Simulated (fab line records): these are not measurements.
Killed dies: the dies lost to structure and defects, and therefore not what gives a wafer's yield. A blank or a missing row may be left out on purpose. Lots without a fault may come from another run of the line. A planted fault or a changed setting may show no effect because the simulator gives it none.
Split-lot study ; flow n5-finfet ; 21 wafers read across 7 lots, on a route 1938 steps long

== THE SPLIT ==
At N5_BEOL_M12_COAT_58 (time 60 s, resist thk 89 nm), the setting spin-rpm was moved away from the recipe's 1500 rpm on 3 of the 21 wafers read, by -6.0% to -4.7%. For the rest of the wafers, this setting stayed at what the recipe calls for.

== FROM THE SPLIT TO THE READING: what the file shows between them, 4 steps ==
- N5_BEOL_M12_COAT_04: resist thk 400 nm (also split here: spin-rpm)
- N5_BEOL_M12_EBR_06
- N5_BEOL_M12_SOFTBAKE_05: time 60 s
- N5_BEOL_M12_DESCUM_15: chemistry O2, time 7.9 s

== THE READING ==
etch.depth-nm (the simulator's own value, which no gauge read), in nm, at N5_BEOL_M12_ETCH_59 (etches BARC in N2/H2, target depth 89 nm, overetch 26.7 nm, time 67.9 s). The file gives no usual value for it. Across the 18 wafers here that went through the recipe, the average is 88.88 nm and the standard deviation 0.2 nm.

wafer;tool, chamber at the split;spin-rpm as run, rpm;against the recipe;etch.depth-nm, nm;against lot-mates on the recipe
L075.1;litho-track-02, 0;1500;recipe;88.84;-
L075.3;litho-track-02, 0;1500;recipe;89.1;-
L075.6;litho-track-02, 0;1500;recipe;88.99;-
L076.4;litho-track-01, 0;1410;-6.0%;92.06;+2.84
L076.5;litho-track-01, 0;1500;recipe;89.38;-
L076.6;litho-track-01, 0;1500;recipe;89.07;-
L078.2;litho-track-03, 0;1500;recipe;88.55;-
L078.3;litho-track-03, 0;1500;recipe;88.92;-
L078.5;litho-track-03, 0;1500;recipe;88.64;-
L082.1;litho-track-03, 0;1500;recipe;88.83;-
L082.3;litho-track-03, 0;1500;recipe;88.87;-
L082.4;litho-track-03, 0;1500;recipe;88.74;-
L083.2;litho-track-02, 0;1429;-4.7%;91.32;+2.47
L083.4;litho-track-02, 0;1500;recipe;88.85;-
L083.6;litho-track-02, 0;1429;-4.7%;90.7;+1.85
L087.3;litho-track-02, 0;1500;recipe;88.8;-
L087.5;litho-track-02, 0;1500;recipe;88.64;-
L087.6;litho-track-02, 0;1500;recipe;88.59;-
L089.2;litho-track-02, 0;1500;recipe;88.94;-
L089.3;litho-track-02, 0;1500;recipe;89.11;-
L089.6;litho-track-02, 0;1500;recipe;88.93;-

THE FIT
A straight line over all 21 wafers: etch.depth-nm changes by -0.487 nm for each +1% of spin-rpm; r = -0.97; the points scatter about the line by 0.24 nm.
The same after taking each lot's own level away (the mean of its wafers on the recipe; 21 wafers): -0.464 nm for each +1%; r = -0.99; scatter 0.15 nm.
The reading moves by 2.8 nm for the largest change in spin-rpm, on that fit.
The span of the lots' own levels, 88.677 to 89.225 nm, comes to 2.7 times the standard deviation stated above.
The two slopes agree, so the slope changes little with the lot-to-lot level.
Check: with one of the wafers moved furthest among these (-6.0%) left out of the fit, the line predicts +2.74 nm for it against its lot-mates. It came out at +2.84 nm against them.

== OTHER SPLITS ON THESE WAFERS ==
Other splits were also applied to these wafers ahead of the reading. Each is held against what the fit with the lots' levels taken away leaves over:
other split on the same wafers;wafers away from the commonest value;r with etch.depth-nm (lot level and that fit taken away)
N5_BEOL_M11_EXPOSE_08 dose-mj;7;-0.03
N5_BEOL_M12_COAT_04 spin-rpm;9;+0.08

== THE WHOLE CHAIN: every reading that the file lists as answering this split, in the file's order ==
step;what it does;reading;change (the file's fit);r (the file's)
N5_BEOL_M12_COAT_58;time 60 s, resist thk 89 nm;BARC_of_BEOL_M12_COAT_58.thk-nm (the simulator's own value, which no gauge read);-0.466 nm for each +1% of the setting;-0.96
N5_BEOL_M12_ETCH_59;etches BARC in N2/H2, target depth 89 nm, overetch 26.7 nm, time 67.9 s;etch.depth-nm (the simulator's own value, which no gauge read);-0.467 nm for each +1% of the setting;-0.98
N5_BEOL_M12_STRIP_64;strips in N2/H2;strip-time-to-endpoint-s;withheld for each +1% of the setting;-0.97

== FILE'S OWN FIT ==
etch.depth-nm changes by -0.467 nm for each +1% of spin-rpm, r = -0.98.
